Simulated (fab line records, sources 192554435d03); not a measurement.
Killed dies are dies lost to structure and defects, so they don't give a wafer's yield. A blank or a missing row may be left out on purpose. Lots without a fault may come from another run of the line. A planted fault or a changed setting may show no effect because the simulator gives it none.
Which tool did it? | flow n5_finfet | 11 lots, 30 wafers sampled, at 5 steps of a route of 1938

WHAT THE GAUGES READ, wafer by wafer
N5_SD_EPI_N_OVL_MEAS_10.
lot  | measured    | on         | SD_N_BLK_OVL (nm)
L396 | day 3 00:31 | overlay-01 | 0.3 -0.6
L397 | day 3 07:50 | overlay-01 | 0.1 0.8 -0.1
L399 | day 3 18:57 | overlay-02 | 0.1 1.5 0.4
L401 | day 4 08:04 | overlay-02 | 0.0 0.4
L404 | day 5 00:13 | overlay-02 | -1.4 -1.2
L405 | day 5 08:02 | overlay-02 | -0.6 0.3 -0.2
L407 | day 5 22:16 | overlay-01 | 0.8 -0.5 0.9
L411 | day 6 19:32 | overlay-02 | 1.2 1.4 2.2
L412 | day 7 01:47 | overlay-02 | -0.4 0.7 -0.8
L414 | day 7 13:56 | overlay-01 | 0.1 -0.4 -0.3
L417 | day 8 10:57 | overlay-02 | -0.5 0.2 0.5

N5_SD_EPI_P_OVL_MEAS_10.
lot  | measured    | on         | SD_P_BLK_OVL (nm)
L396 | day 3 05:47 | overlay-02 | -0.6 0.8
L397 | day 3 12:23 | overlay-01 | 0.4 1.0 1.1
L399 | day 3 23:23 | overlay-02 | 0.2 -0.1 -1.2
L401 | day 4 13:06 | overlay-02 | 0.8 -0.2
L404 | day 5 05:16 | overlay-01 | -1.2 0.7
L405 | day 5 12:44 | overlay-01 | 1.5 0.7 1.7
L407 | day 6 04:17 | overlay-01 | 0.3 1.8 -0.3
L411 | day 7 00:12 | overlay-02 | 1.5 1.2 0.1
L412 | day 7 07:43 | overlay-02 | 0.3 0.7 -0.1
L414 | day 7 19:00 | overlay-02 | 0.6 1.2 0.4
L417 | day 8 15:22 | overlay-01 | 1.1 0.2 0.6

N5_BEOL_M4_RC_MEAS_101.
lot  | measured     | on        | DIBL_N (mV/V)  | DIBL_P (mV/V)  | IOFF_N (nA/um)    | IOFF_P (nA/um) | ION_N (uA/um) | ION_P (uA/um) | SS_N (mV/dec)  | SS_P (mV/dec)  | VT_N (mV)   | VT_P (mV)
L396 | day 7 17:10  | prober-02 | 36.1 35.2      | 36.0 35.2      | 0.141 0.130       | 0.21 0.21      | 667 660       | 462 457       | 71.5 71.2      | 73.7 73.0      | 249 254     | -247 -250
L397 | day 7 16:41  | prober-01 | 38.0 38.6 36.2 | 37.1 38.5 35.5 | 0.171 0.191 0.151 | 0.26 0.29 0.23 | 676 683 686   | 470 477 481   | 71.5 73.0 71.4 | 73.0 73.0 72.8 | 247 246 250 | -245 -242 -244
L399 | day 8 10:10  | prober-02 | 37.9 37.0 38.2 | 38.0 37.3 38.8 | 0.172 0.167 0.183 | 0.23 0.21 0.24 | 671 687 678   | 453 468 468   | 71.3 71.3 71.9 | 73.8 73.4 73.4 | 248 249 249 | -250 -255 -247
L401 | day 9 03:32  | prober-01 | 37.4 37.7      | 36.9 37.7      | 0.171 0.188       | 0.26 0.28      | 687 692       | 472 475       | 71.9 71.5      | 73.9 74.0      | 249 245     | -244 -245
L404 | day 10 00:13 | prober-01 | 34.6 32.8      | 37.0 34.4      | 0.134 0.110       | 0.20 0.17      | 662 656       | 461 454       | 70.8 70.3      | 73.4 72.3      | 250 256     | -251 -253
L405 | day 10 00:21 | prober-02 | 39.0 37.2 37.3 | 39.7 37.8 37.9 | 0.211 0.164 0.174 | 0.26 0.22 0.23 | 675 670 668   | 462 458 459   | 72.1 72.2 71.3 | 73.9 73.9 73.2 | 245 251 247 | -248 -248 -249
L407 | day 10 16:44 | prober-01 | 35.7 33.5 34.9 | 36.6 33.9 36.0 | 0.149 0.116 0.136 | 0.18 0.15 0.17 | 683 666 656   | 462 460 449   | 70.8 71.0 70.9 | 72.9 72.7 73.7 | 251 252 249 | -254 -259 -254
L411 | day 11 13:51 | prober-01 | 36.9 37.8 36.8 | 36.0 36.6 35.3 | 0.167 0.182 0.162 | 0.20 0.21 0.20 | 669 679 684   | 456 463 469   | 71.9 71.3 71.2 | 73.1 73.6 72.6 | 250 245 248 | -252 -249 -252
L412 | day 11 18:11 | prober-01 | 34.8 35.3 37.7 | 34.4 34.9 37.7 | 0.121 0.127 0.165 | 0.16 0.18 0.22 | 659 656 684   | 447 450 467   | 72.1 71.2 72.6 | 72.9 73.7 73.5 | 254 255 248 | -252 -255 -250
L414 | day 12 12:35 | prober-01 | 34.2 32.4 35.3 | 35.2 33.0 35.9 | 0.127 0.109 0.142 | 0.21 0.17 0.21 | 662 669 674   | 454 465 462   | 71.2 70.9 71.5 | 72.6 72.1 73.1 | 249 255 251 | -250 -252 -248
L417 | day 14 04:58 | prober-01 | 39.4 37.1 38.6 | 41.1 38.3 40.0 | 0.240 0.195 0.217 | 0.30 0.24 0.27 | 672 690 692   | 459 467 474   | 72.8 71.8 72.3 | 74.9 73.8 74.6 | 245 245 245 | -246 -248 -246

WHICH TOOL RAN EACH LOT (tool, then ch and the chambers of the sampled wafers, then the start)
lot  | N5_SD_EPI_P_COAT_03              | N5_SD_EPI_P_DESCUM_14
L396 | litho_track-04 ch 0, day 3 05:31 | rie_diel-03 ch 0,2, day 3 06:25
L397 | litho_track-05 ch 0, day 3 12:00 | rie_diel-05 ch 1,2,3, day 3 12:27
L399 | litho_track-04 ch 0, day 3 22:59 | rie_diel-03 ch 1,3, day 3 23:43
L401 | litho_track-04 ch 0, day 4 12:43 | rie_diel-05 ch 1,3, day 4 13:10
L404 | litho_track-05 ch 0, day 5 05:00 | rie_diel-05 ch 0,2, day 5 05:19
L405 | litho_track-05 ch 0, day 5 12:21 | rie_diel-05 ch 1,3, day 5 12:48
L407 | litho_track-02 ch 0, day 6 04:02 | rie_diel-05 ch 0,2,3, day 6 04:21
L411 | litho_track-04 ch 0, day 6 23:56 | rie_diel-03 ch 0,1,2, day 7 00:29
L412 | litho_track-04 ch 0, day 7 07:19 | rie_diel-04 ch 1,3, day 7 07:46
L414 | litho_track-04 ch 0, day 7 18:44 | rie_diel-05 ch 0,2,3, day 7 19:05
L417 | litho_track-05 ch 0, day 8 14:59 | rie_diel-04 ch 1,2, day 8 15:26
- N5_SD_EPI_P_COAT_03: resist thk 150 nm.
- N5_SD_EPI_P_DESCUM_14: chemistry O2, time 7.9 s.

WHAT THE TOOLS THEMSELVES READ (means of the sampled wafers that have a number; where no wafer has one, the mark that the record gives instead)
N5_SD_EPI_P_COAT_03.
lot  | tool           | spin_speed_rpm (rpm)
L396 | litho_track-04 | 1499.9
L397 | litho_track-05 | 1501.4
L399 | litho_track-04 | 1499.5
L401 | litho_track-04 | 1499.7
L404 | litho_track-05 | 1500.2
L405 | litho_track-05 | 1500.4
L407 | litho_track-02 | 1498.6
L411 | litho_track-04 | 1465.5
L412 | litho_track-04 | 1466.3
L414 | litho_track-04 | 1466.7
L417 | litho_track-05 | 1499.7

N5_SD_EPI_P_DESCUM_14.
lot  | tool        | bias_power_w (W) | drypump_motor_current_A (A) | oes_product_au (a.u.) | rf_vpp_V (V) | showerhead_plenum_p_Torr (Torr) | throttle_valve_pct (%)
L396 | rie_diel-03 | 20.01            | 5.29                        | 0.76                  | 243.3        | 2.14                            | 20.52
L397 | rie_diel-05 | 19.91            | 6.05                        | 0.88                  | 245.1        | 2.19                            | 20.44
L399 | rie_diel-03 | 19.98            | 5.82                        | 0.71                  | 244.4        | 2.15                            | 20.70
L401 | rie_diel-05 | 20.07            | 5.92                        | 0.92                  | 244.1        | 2.18                            | 20.30
L404 | rie_diel-05 | 20.02            | 6.22                        | 0.78                  | 244.5        | 2.19                            | 20.49
L405 | rie_diel-05 | 20.07            | 5.86                        | 0.91                  | 244.1        | 2.15                            | 20.27
L407 | rie_diel-05 | 20.02            | 6.18                        | 0.80                  | 244.4        | 2.20                            | 20.49
L411 | rie_diel-03 | 20.01            | 5.47                        | 0.83                  | 243.8        | 2.15                            | 20.49
L412 | rie_diel-04 | 19.96            | 5.55                        | 0.73                  | 241.4        | 1.98                            | 20.38
L414 | rie_diel-05 | 20.03            | 6.17                        | 0.79                  | 244.6        | 2.19                            | 20.50
L417 | rie_diel-04 | 19.96            | 5.81                        | 0.71                  | 244.1        | 2.10                            | 20.11

THE ANSWER, worked out from the rows above alone
Rule: what is usual is taken from the lots themselves. Put in order of their means at a reading, lots are off if they are a third of the lots or fewer, leave a main group of 4 or more, and stand apart from it by a gap of 3 or more times the standard deviation of the main group's means; of several such gaps the widest counts. A main group whose means are all the same, to the digits that the tables above print for the reading, isn't used. A lot without any number at a reading at which 4 lots or more have one is off too. The other lots that the step has rows for count as sound. The gauges are gone through in route order, then the tools' own readings, and for those a lot's mean is taken as printed above. The first step at which some lot is off is used, and at that step the reading that is off furthest; a lot without a number counts as furthest.
Off: L411, L412, L414, at N5_SD_EPI_P_COAT_03 (spin_speed_rpm). The main group: mean 1499.9 rpm, standard deviation 0.75.
A tool fits if, at that step or a process step before it, it ran every lot that is off, and no sound lot after the first of them. One fits: litho_track-04 at N5_SD_EPI_P_COAT_03. Its last sound lot is L401 (day 4 12:43), its first lot that is off L411 (day 6 23:56): a fault that began between those two fits.
The tool's own readings at N5_SD_EPI_P_COAT_03 bear it out: on the lots that are off they differ by more than 5 times the standard deviation of the sound lots' means. spin_speed_rpm reads 1466.2 rpm there against 1499.9 rpm on the sound lots.

WHAT THE SIMULATOR HAD PUT IN
Process parameter drift: litho_track-04, from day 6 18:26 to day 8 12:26, at N5_SD_EPI_P_COAT_03. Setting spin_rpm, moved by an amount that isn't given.
Lots struck among those shown: L411, L412, L414. The rule above found the same.
